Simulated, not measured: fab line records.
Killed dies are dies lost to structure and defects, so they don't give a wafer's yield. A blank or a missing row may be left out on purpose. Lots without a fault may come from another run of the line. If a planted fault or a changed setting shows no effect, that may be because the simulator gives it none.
8D (eight disciplines) problem report, filled in by code || flow n5_finfet || the parts of the form that need people (team, actions taken, sign-off) are left out

## 1. WHAT IS WRONG
Wafers free of any fault read 43.7 nm (standard deviation 0.59) for VIA_MOL_THK at N5_MOL_CONTACT_COAG_THK_MEAS_53, against a mean of 37.4 nm on 2 wafers of 2 lots. Relative to the usual mean, that is a shift of -11 standard deviations.
First observed at day 7 08:40: wafer L758.5, on film_metro-01. At this step, 27 wafers from 9 lots have a number in the record. By rule, "out" or "out of limits" means more than 4 standard deviations away from the usual mean. The rest of the wafers with a number are treated as sound.

## 2. WHAT THIS IS AND IS NOT
{"question": "which readings at this step", "is": "VIA_MOL_THK", "is not": "-"}
{"question": "which lots", "is": "L758, L761", "is not": "L751, L752, L754, L755, L757, L771, L772"}
{"question": "which wafers of those lots", "is": "L758.5, L761.1", "is not": "L758.1, L758.3, L761.3, L761.4"}
{"question": "read on which gauges", "is": "film_metro-01, film_metro-02", "is not": "-"}
{"question": "when", "is": "from day 7 08:40", "is not": "up to then (17 sound wafers); but 8 sound wafers of L761, L771, L772 came after"}

## 3. SUSPECTS, AND WHAT RULES EACH OUT
Counting: if a tool at a process step up to the reading ran every lot that is out, it stays a suspect. Sound lots after the first of them don't rule it out here, since some wafers of a struck lot are sound.
- the gauge at N5_MOL_CONTACT_COAG_THK_MEAS_53: ruled out. Those wafers that are out were read across 2 gauges (film_metro-01, film_metro-02).
- pecvd-04 at N5_MOL_CONTACT_COAG_PECVD_31 (deposits SiO2 from TEOS/O2, target thk 46 nm, time 8.9 s): kept. It ran every lot that is out, first L758 (day 7 04:55); its last sound lot up to then is L757 (day 7 01:41).
Remaining after the count: pecvd-04 at N5_MOL_CONTACT_COAG_PECVD_31.

## 4. THE CAUSE (what the simulator had put in)
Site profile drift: pecvd-04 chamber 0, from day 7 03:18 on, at N5_MOL_CONTACT_COAG_PECVD_31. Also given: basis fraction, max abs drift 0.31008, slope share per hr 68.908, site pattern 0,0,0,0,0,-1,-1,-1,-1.
After counting, this tool was the only one left.

## 5. THE EFFECT CHAIN, in route order
Each row: a reading where the mean over the struck wafers with a number is more than 3 standard deviations away from the usual. Scope: only readings with a usual standard deviation given in the record; hours: median across lots of the time from each lot's start at the first step in this table that gives one to its start at this step; sigmas: change in usual standard deviations.
{"hours": 0, "step": "N5_MOL_CONTACT_COAG_THK_MEAS_53", "reading": "VIA_MOL_THK", "usual": "43.7 nm", "on struck wafers": 37.4, "change": -6.3, "sigmas": -11}
Later measuring or inspecting steps at which every struck wafer that the step has a row for has a number for every such reading, and none has moved that far: N5_BEOL_M4_RC_MEAS_101.

## 6. HOW IT WOULD HAVE BEEN CAUGHT EARLIER
In this record the first reading out of limits at a measuring or inspecting step was taken at day 7 08:40, 5 hours after the fault began at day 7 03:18.
L761, from the lots that are out (2), started N5_MOL_CONTACT_COAG_PECVD_31 on pecvd-04 later than day 7 08:40. Holding the tool at that time would have saved it.
